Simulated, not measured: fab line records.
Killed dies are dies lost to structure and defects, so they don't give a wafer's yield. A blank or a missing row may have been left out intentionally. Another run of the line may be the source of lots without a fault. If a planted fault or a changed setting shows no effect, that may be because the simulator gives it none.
A lot that was struck, set against a sound lot || flow nand_harc || 43 steps out of a route of 1159
Sound: wafers L528.4, L528.5, L528.6. Wafers L534.2, L534.3, L534.4 were the ones struck. The cause is named last.
Order at every step that has rows: each side's tool, ch and its chambers, its first start. Under that, the readings that differ: sound wafers || struck wafers || difference of the means || sigmas: that difference in standard deviations of wafers without a fault.
alike: words and numbers the same on both sides, and readings whose means are apart by under 2 such deviations; not compared: readings that were withheld, readings missing a value for some wafer, numbers with overlapping values and no deviation given by the record, and bounds like >300 which may hide the same value.
The two part at a step that has a row with sigmas, a row that says differs or no value, or rows on one side only. Non-overlapping numbers with no deviation appear without sigmas and do not part them. Lack of a reading on every wafer of one side parts them only where that side has two or more wafers.

first, 5 steps without rows for these wafers: NHARC_A_CONTACT_ETCH_121 (etches the open film in C4F8/O2/Ar, time 94 s, target depth 922 nm); NHARC_A_CONTACT_ETCH_122 (etches the open film in C4F8/O2/Ar, time 95 s, target depth 930 nm); NHARC_A_CONTACT_ETCH_123 (etches the open film in C4F8/O2/Ar, time 253 s, target depth 1090 nm); NHARC_A_CONTACT_ETCH_90 (etches the open film in CH3F/O2, target depth 40 nm, time 85.7 s); NHARC_A_CONTACT_ETCH_96 (etches the open film in C4F6/O2, target depth 20 nm, time 10 s).
NHARC_A_CONTACT_CD_MEAS_53:
  struck on cd_sem-03, day 18 09:48; sound on cd_sem-01, day 16 18:56
  alike: cd_nm
then, 4 steps without rows for these wafers: NHARC_A_CONTACT_STRIP_99 (strips in N2/H2); NHARC_A_CONTACT_STRIP_100 (strips in CF4/CHF3); NHARC_A_CONTACT_STRIP_101 (strips in O2/COS); NHARC_A_CONTACT_ETCH_102 (etches the open film in CF4/O2, target depth 70 nm, overetch 7 nm, time 38.5 s).
NHARC_A_CONTACT_STRIP_55: strips in O2.
  sound: rie_diel-05 ch 0,1,2; struck: rie_diel-08 ch 0,1,2
{"reading": "rf_hours_counter_h (h)", "sound": "- - -", "struck": "48 45 48", "difference": "no value on the sound wafers", "sigmas": ""}
  alike: chamber_pressure_mTorr, drypump_motor_current_A, o2_flow_sccm, oes_product_au, rf_vpp_V, showerhead_plenum_p_Torr, throttle_valve_pct
then, 1 step without rows for these wafers: NHARC_A_CONTACT_STRIP_56 (strips in post etch residue remover, time 600 s).
NHARC_A_CONTACT_DEP_57: deposits aC, target thk 2800 nm.
  sound on acl_dep-02 ch 0, day 16 21:20; struck on acl_dep-01 ch 0, day 18 13:12
  alike: throttle_valve_pct
then, 11 steps without rows for these wafers: NHARC_A_CONTACT_DEP_58 (deposits SiON, target thk 60 nm); NHARC_A_CONTACT_DEHYDRATE_59 (time 120 s); NHARC_A_CONTACT_HMDS_60 (time 30 s); NHARC_A_CONTACT_COAT_61 (time 75 s); NHARC_A_CONTACT_COAT_62 (time 65 s); NHARC_A_CONTACT_COAT_63 (resist thk 90 nm); NHARC_A_CONTACT_SOFTBAKE_64 (time 55 s); NHARC_A_CONTACT_EBR_65; NHARC_A_CONTACT_EXPOSE_66 (exposes mask A CC 2); NHARC_A_CONTACT_PEB_67 (peb time 65 s); NHARC_A_CONTACT_DEVELOP_68 (develop time 35 s).
NHARC_A_CONTACT_CD_MEAS_69: the cd target is 200 nm.
  sound on cd_sem-03 ch 0, day 16 22:56; struck on cd_sem-03 ch 0, day 18 15:23
  alike: cd_nm
NHARC_A_CONTACT_OVL_MEAS_70:
  struck on overlay-02, day 18 15:28; sound on overlay-01, day 16 23:02
  alike: overlay_x_nm, overlay_y_nm
NHARC_A_CONTACT_INSPECT_71:
  struck on defect_inspect-02, day 18 15:30; sound on defect_inspect-02, day 16 23:04
  alike: raw_defect_count
then, 2 steps without rows for these wafers: NHARC_A_CONTACT_DESCUM_74 (chemistry O2, time 3 s); NHARC_A_CONTACT_ETCH_75 (etches the open film in CF4, target depth 39 nm, time 65 s).
NHARC_A_CONTACT_ETCH_76: etches the open film in N2/H2, target depth 260 nm, time 475.3 s.
  sound: rie_diel-02 ch 0,1; struck: rie_diel-08 ch 0,1,2
  alike: chamber_pressure_mTorr, drypump_motor_current_A, h2_flow_sccm, oes_product_au, rf_vpp_V, showerhead_plenum_p_Torr, throttle_valve_pct
  not compared: rf_hours_counter_h
then, 4 steps without rows for these wafers: NHARC_A_CONTACT_ETCH_77 (etches the open film in CF4/CHF3, target depth 72.6 nm, time 36.3 s); NHARC_A_CONTACT_ETCH_78 (etches the open film in O2/COS, target depth 2800 nm, time 728 s); NHARC_A_CONTACT_ETCH_124 (etches the open film in C4F8/O2/Ar, time 140 s, target depth 700 nm); NHARC_A_CONTACT_ETCH_125 (etches the open film in C4F8/O2/Ar, time 155 s, target depth 956 nm).
NHARC_A_CONTACT_ETCH_126: etches the open film in C4F8/O2/Ar, time 155 s, target depth 956 nm.
  sound on har_cap_etch-03 ch 0,1, day 17 01:13; struck on har_cap_etch-03 ch 0,1, day 18 17:34
  alike: chamber_pressure_mTorr
  not compared: rf_hours_counter_h
then, 2 steps without rows for these wafers: NHARC_A_CONTACT_ETCH_127 (etches the open film in C4F8/O2/Ar, time 155 s, target depth 956 nm); NHARC_A_CONTACT_ETCH_128 (etches the open film in C4F8/O2/Ar, time 155 s, target depth 956 nm).
NHARC_A_CONTACT_ETCH_129: etches the open film in C4F8/O2/Ar, time 155 s, target depth 956 nm.
  sound on har_cap_etch-03 ch 0,1, day 17 01:38; struck on har_cap_etch-03 ch 0,1, day 18 17:59
  alike: chamber_pressure_mTorr
  not compared: rf_hours_counter_h
then, 3 steps without rows for these wafers: NHARC_A_CONTACT_ETCH_130 (etches the open film in C4F8/O2/Ar, time 155 s, target depth 956 nm); NHARC_A_CONTACT_ETCH_131 (etches the open film in C4F8/O2/Ar, time 155 s, target depth 956 nm); NHARC_A_CONTACT_ETCH_132 (etches the open film in C4F8/O2/Ar, time 156 s, target depth 958 nm).
NHARC_A_CONTACT_ETCH_133: etches the open film in C4F8/O2/Ar, time 195 s, target depth 840 nm.
  sound on har_cap_etch-03 ch 0,1, day 17 02:16; struck on har_cap_etch-03 ch 0,1, day 18 18:34
  alike: chamber_pressure_mTorr
  not compared: rf_hours_counter_h
-- jump in the record: it breaks off in module A_CONTACT and resumes in module END (first step shown: number 1159 of the route), and 2 days separate the struck wafers' starts before and after --
NHARC_END_SORT_01:
  here the record holds rows for the struck wafers (prober-01 ch 0, day 21 02:32) but none for the sound ones

WHERE THEY PART
Last at NHARC_END_SORT_01 as far as this record goes, first at NHARC_A_CONTACT_STRIP_55.

WHY: what the simulator had put in
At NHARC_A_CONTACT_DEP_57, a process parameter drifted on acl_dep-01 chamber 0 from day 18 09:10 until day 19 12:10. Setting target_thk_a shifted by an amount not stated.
